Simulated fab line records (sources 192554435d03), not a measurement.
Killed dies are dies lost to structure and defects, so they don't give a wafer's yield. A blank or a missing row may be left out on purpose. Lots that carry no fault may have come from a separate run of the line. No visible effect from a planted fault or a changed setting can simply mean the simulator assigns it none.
Split-lot trial ; flow n5-finfet ; route with 1938 steps; 7 lots, 21 wafers read

THE SPLIT ITSELF
At N5_BEOL_M8_TRENCH_ETCH_37 (etches SiCOH lowk in C4F6/O2, target depth 93.478 nm, time 31.2 s), the setting time-s was moved away from the recipe's 31.2 s on 9 of the 21 wafers read, by -9.3% to +17.9%. The other wafers ran this setting at the recipe's value.

FROM THE SPLIT TO THE READING: what the file shows between them, 11 steps
- N5_BEOL_M8_ETCH_41: etches SiCN in CH3F/O2, target depth 31.9 nm, time 57.8 s
- N5_BEOL_M8_STRIP_80: strips in N2/H2, time 10 s
- N5_BEOL_M8_OCD_MEAS_38
- N5_BEOL_M8_HM_STRIP_39: strips TiN in peroxide tin strip, target depth 25 nm, time 158 s
- N5_BEOL_M8_SRD_40: time 30 s
- N5_BEOL_M8_ECD_50: material Cu, target thk 300 nm
- N5_BEOL_M8_ANNEAL_51: time 90 s
- N5_BEOL_M8_CMP_52: polishes, stops on SiCOH lowk, t overpolish 6.9 s, target thk 80 nm
- N5_BEOL_M8_THK_MEAS_53: measures by xrf
- N5_BEOL_M8_PRE_CLEAN_55: time 15 s
- N5_BEOL_M8_DEP_56: deposits SiCN from 3MS/NH3, target thk 10 nm, time 17.5 s

THE READING
M8_RS in ohm/sq, measured at N5_BEOL_M8_RS_MEAS_57 by four-point-probe. On this fab line, fault-free wafers typically give 0.283 ohm/sq with a standard deviation of 0.0087 ohm/sq.

wafer;tool, chamber at the split;time-s as run, s;against the recipe;M8_RS, ohm/sq;against lot-mates on the recipe
L076.1;rie-diel-01, 3;31.2;recipe;0.293;-
L076.4;rie-diel-01, 2;28.3;-9.3%;0.338;+0.045
L076.6;rie-diel-01, 0;28.3;-9.3%;0.344;+0.051
L081.1;rie-diel-01, 1;31.2;recipe;0.284;-
L081.2;rie-diel-01, 3;31.2;recipe;0.287;-
L081.3;rie-diel-01, 2;31.2;recipe;0.290;-
L083.1;rie-diel-06, 1;33.84;+8.5%;0.248;-0.024
L083.4;rie-diel-06, 3;31.2;recipe;0.272;-
L083.5;rie-diel-06, 2;33.84;+8.5%;0.257;-0.015
L089.3;rie-diel-01, 0;31.2;recipe;0.284;-
L089.4;rie-diel-01, 1;31.2;recipe;0.287;-
L089.6;rie-diel-01, 1;29.25;-6.2%;0.306;+0.021
L088.1;rie-diel-02, 0;31.2;recipe;0.280;-
L088.2;rie-diel-02, 2;29.17;-6.5%;0.299;+0.019
L088.3;rie-diel-02, 1;29.17;-6.5%;0.303;+0.023
L096.1;rie-diel-02, 0;31.2;recipe;0.278;-
L096.4;rie-diel-02, 1;31.2;recipe;0.297;-
L096.6;rie-diel-02, 2;31.2;recipe;0.274;-
L097.3;rie-diel-01, 3;36.79;+17.9%;0.237;-0.063
L097.4;rie-diel-01, 1;31.2;recipe;0.300;-
L097.6;rie-diel-01, 0;36.79;+17.9%;0.234;-0.066

THE FIT
A straight line over all 21 wafers: M8_RS changes by -0.00346 ohm/sq for each +1% of time-s; r = -0.92; the points scatter about the line by 0.011 ohm/sq.
The same after taking each lot's own level away (the mean of its wafers on the recipe; 21 wafers): -0.00367 ohm/sq for each +1%; r = -0.97; scatter 0.0072 ohm/sq.
On that fit, the largest move of time-s shifts the reading by 0.066 ohm/sq.
Across the lots, their own levels run from 0.2720 to 0.3000 ohm/sq, a range of 3.2 times the standard deviation given above.
The two slopes agree, so the slope changes little with the lot-to-lot level.
Check: with one of the wafers moved furthest among these (+17.9%) left out of the fit, the line predicts -0.0638 ohm/sq for it against its lot-mates. It came out at -0.063 ohm/sq against them.

THE WHOLE CHAIN: every reading that the file lists as answering this split, in the file's order
step;what it does;reading;change (the file's fit);r (the file's)
N5_BEOL_M8_TRENCH_ETCH_37;etches SiCOH lowk in C4F6/O2, target depth 93.478 nm, time 31.2 s;BEOL_M8.feature-depth-nm (the simulator's own value, which no gauge read);+0.935 nm for each +1% of the setting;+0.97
N5_BEOL_M8_TRENCH_ETCH_37;etches SiCOH lowk in C4F6/O2, target depth 93.478 nm, time 31.2 s;etch.depth-nm (the simulator's own value, which no gauge read);+0.93 nm for each +1% of the setting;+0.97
N5_BEOL_M8_OCD_MEAS_38;;trench-depth-nm;+0.926 nm for each +1% of the setting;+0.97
N5_BEOL_M8_CMP_52;polishes, stops on SiCOH lowk, t overpolish 6.9 s, target thk 80 nm;Cu_of_BEOL_M8_ECD_50.thk-nm (the simulator's own value, which no gauge read);+0.917 nm for each +1% of the setting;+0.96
N5_BEOL_M8_THK_MEAS_53;measures by xrf;M8_THK;+0.896 for each +1% of the setting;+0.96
N5_BEOL_M8_RS_MEAS_57;measures by four-point-probe;M8_RS;-0.00362 for each +1% of the setting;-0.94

THE FILE'S OWN FIT
M8_RS changes by -0.00362 ohm/sq for each +1% of time-s, r = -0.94.
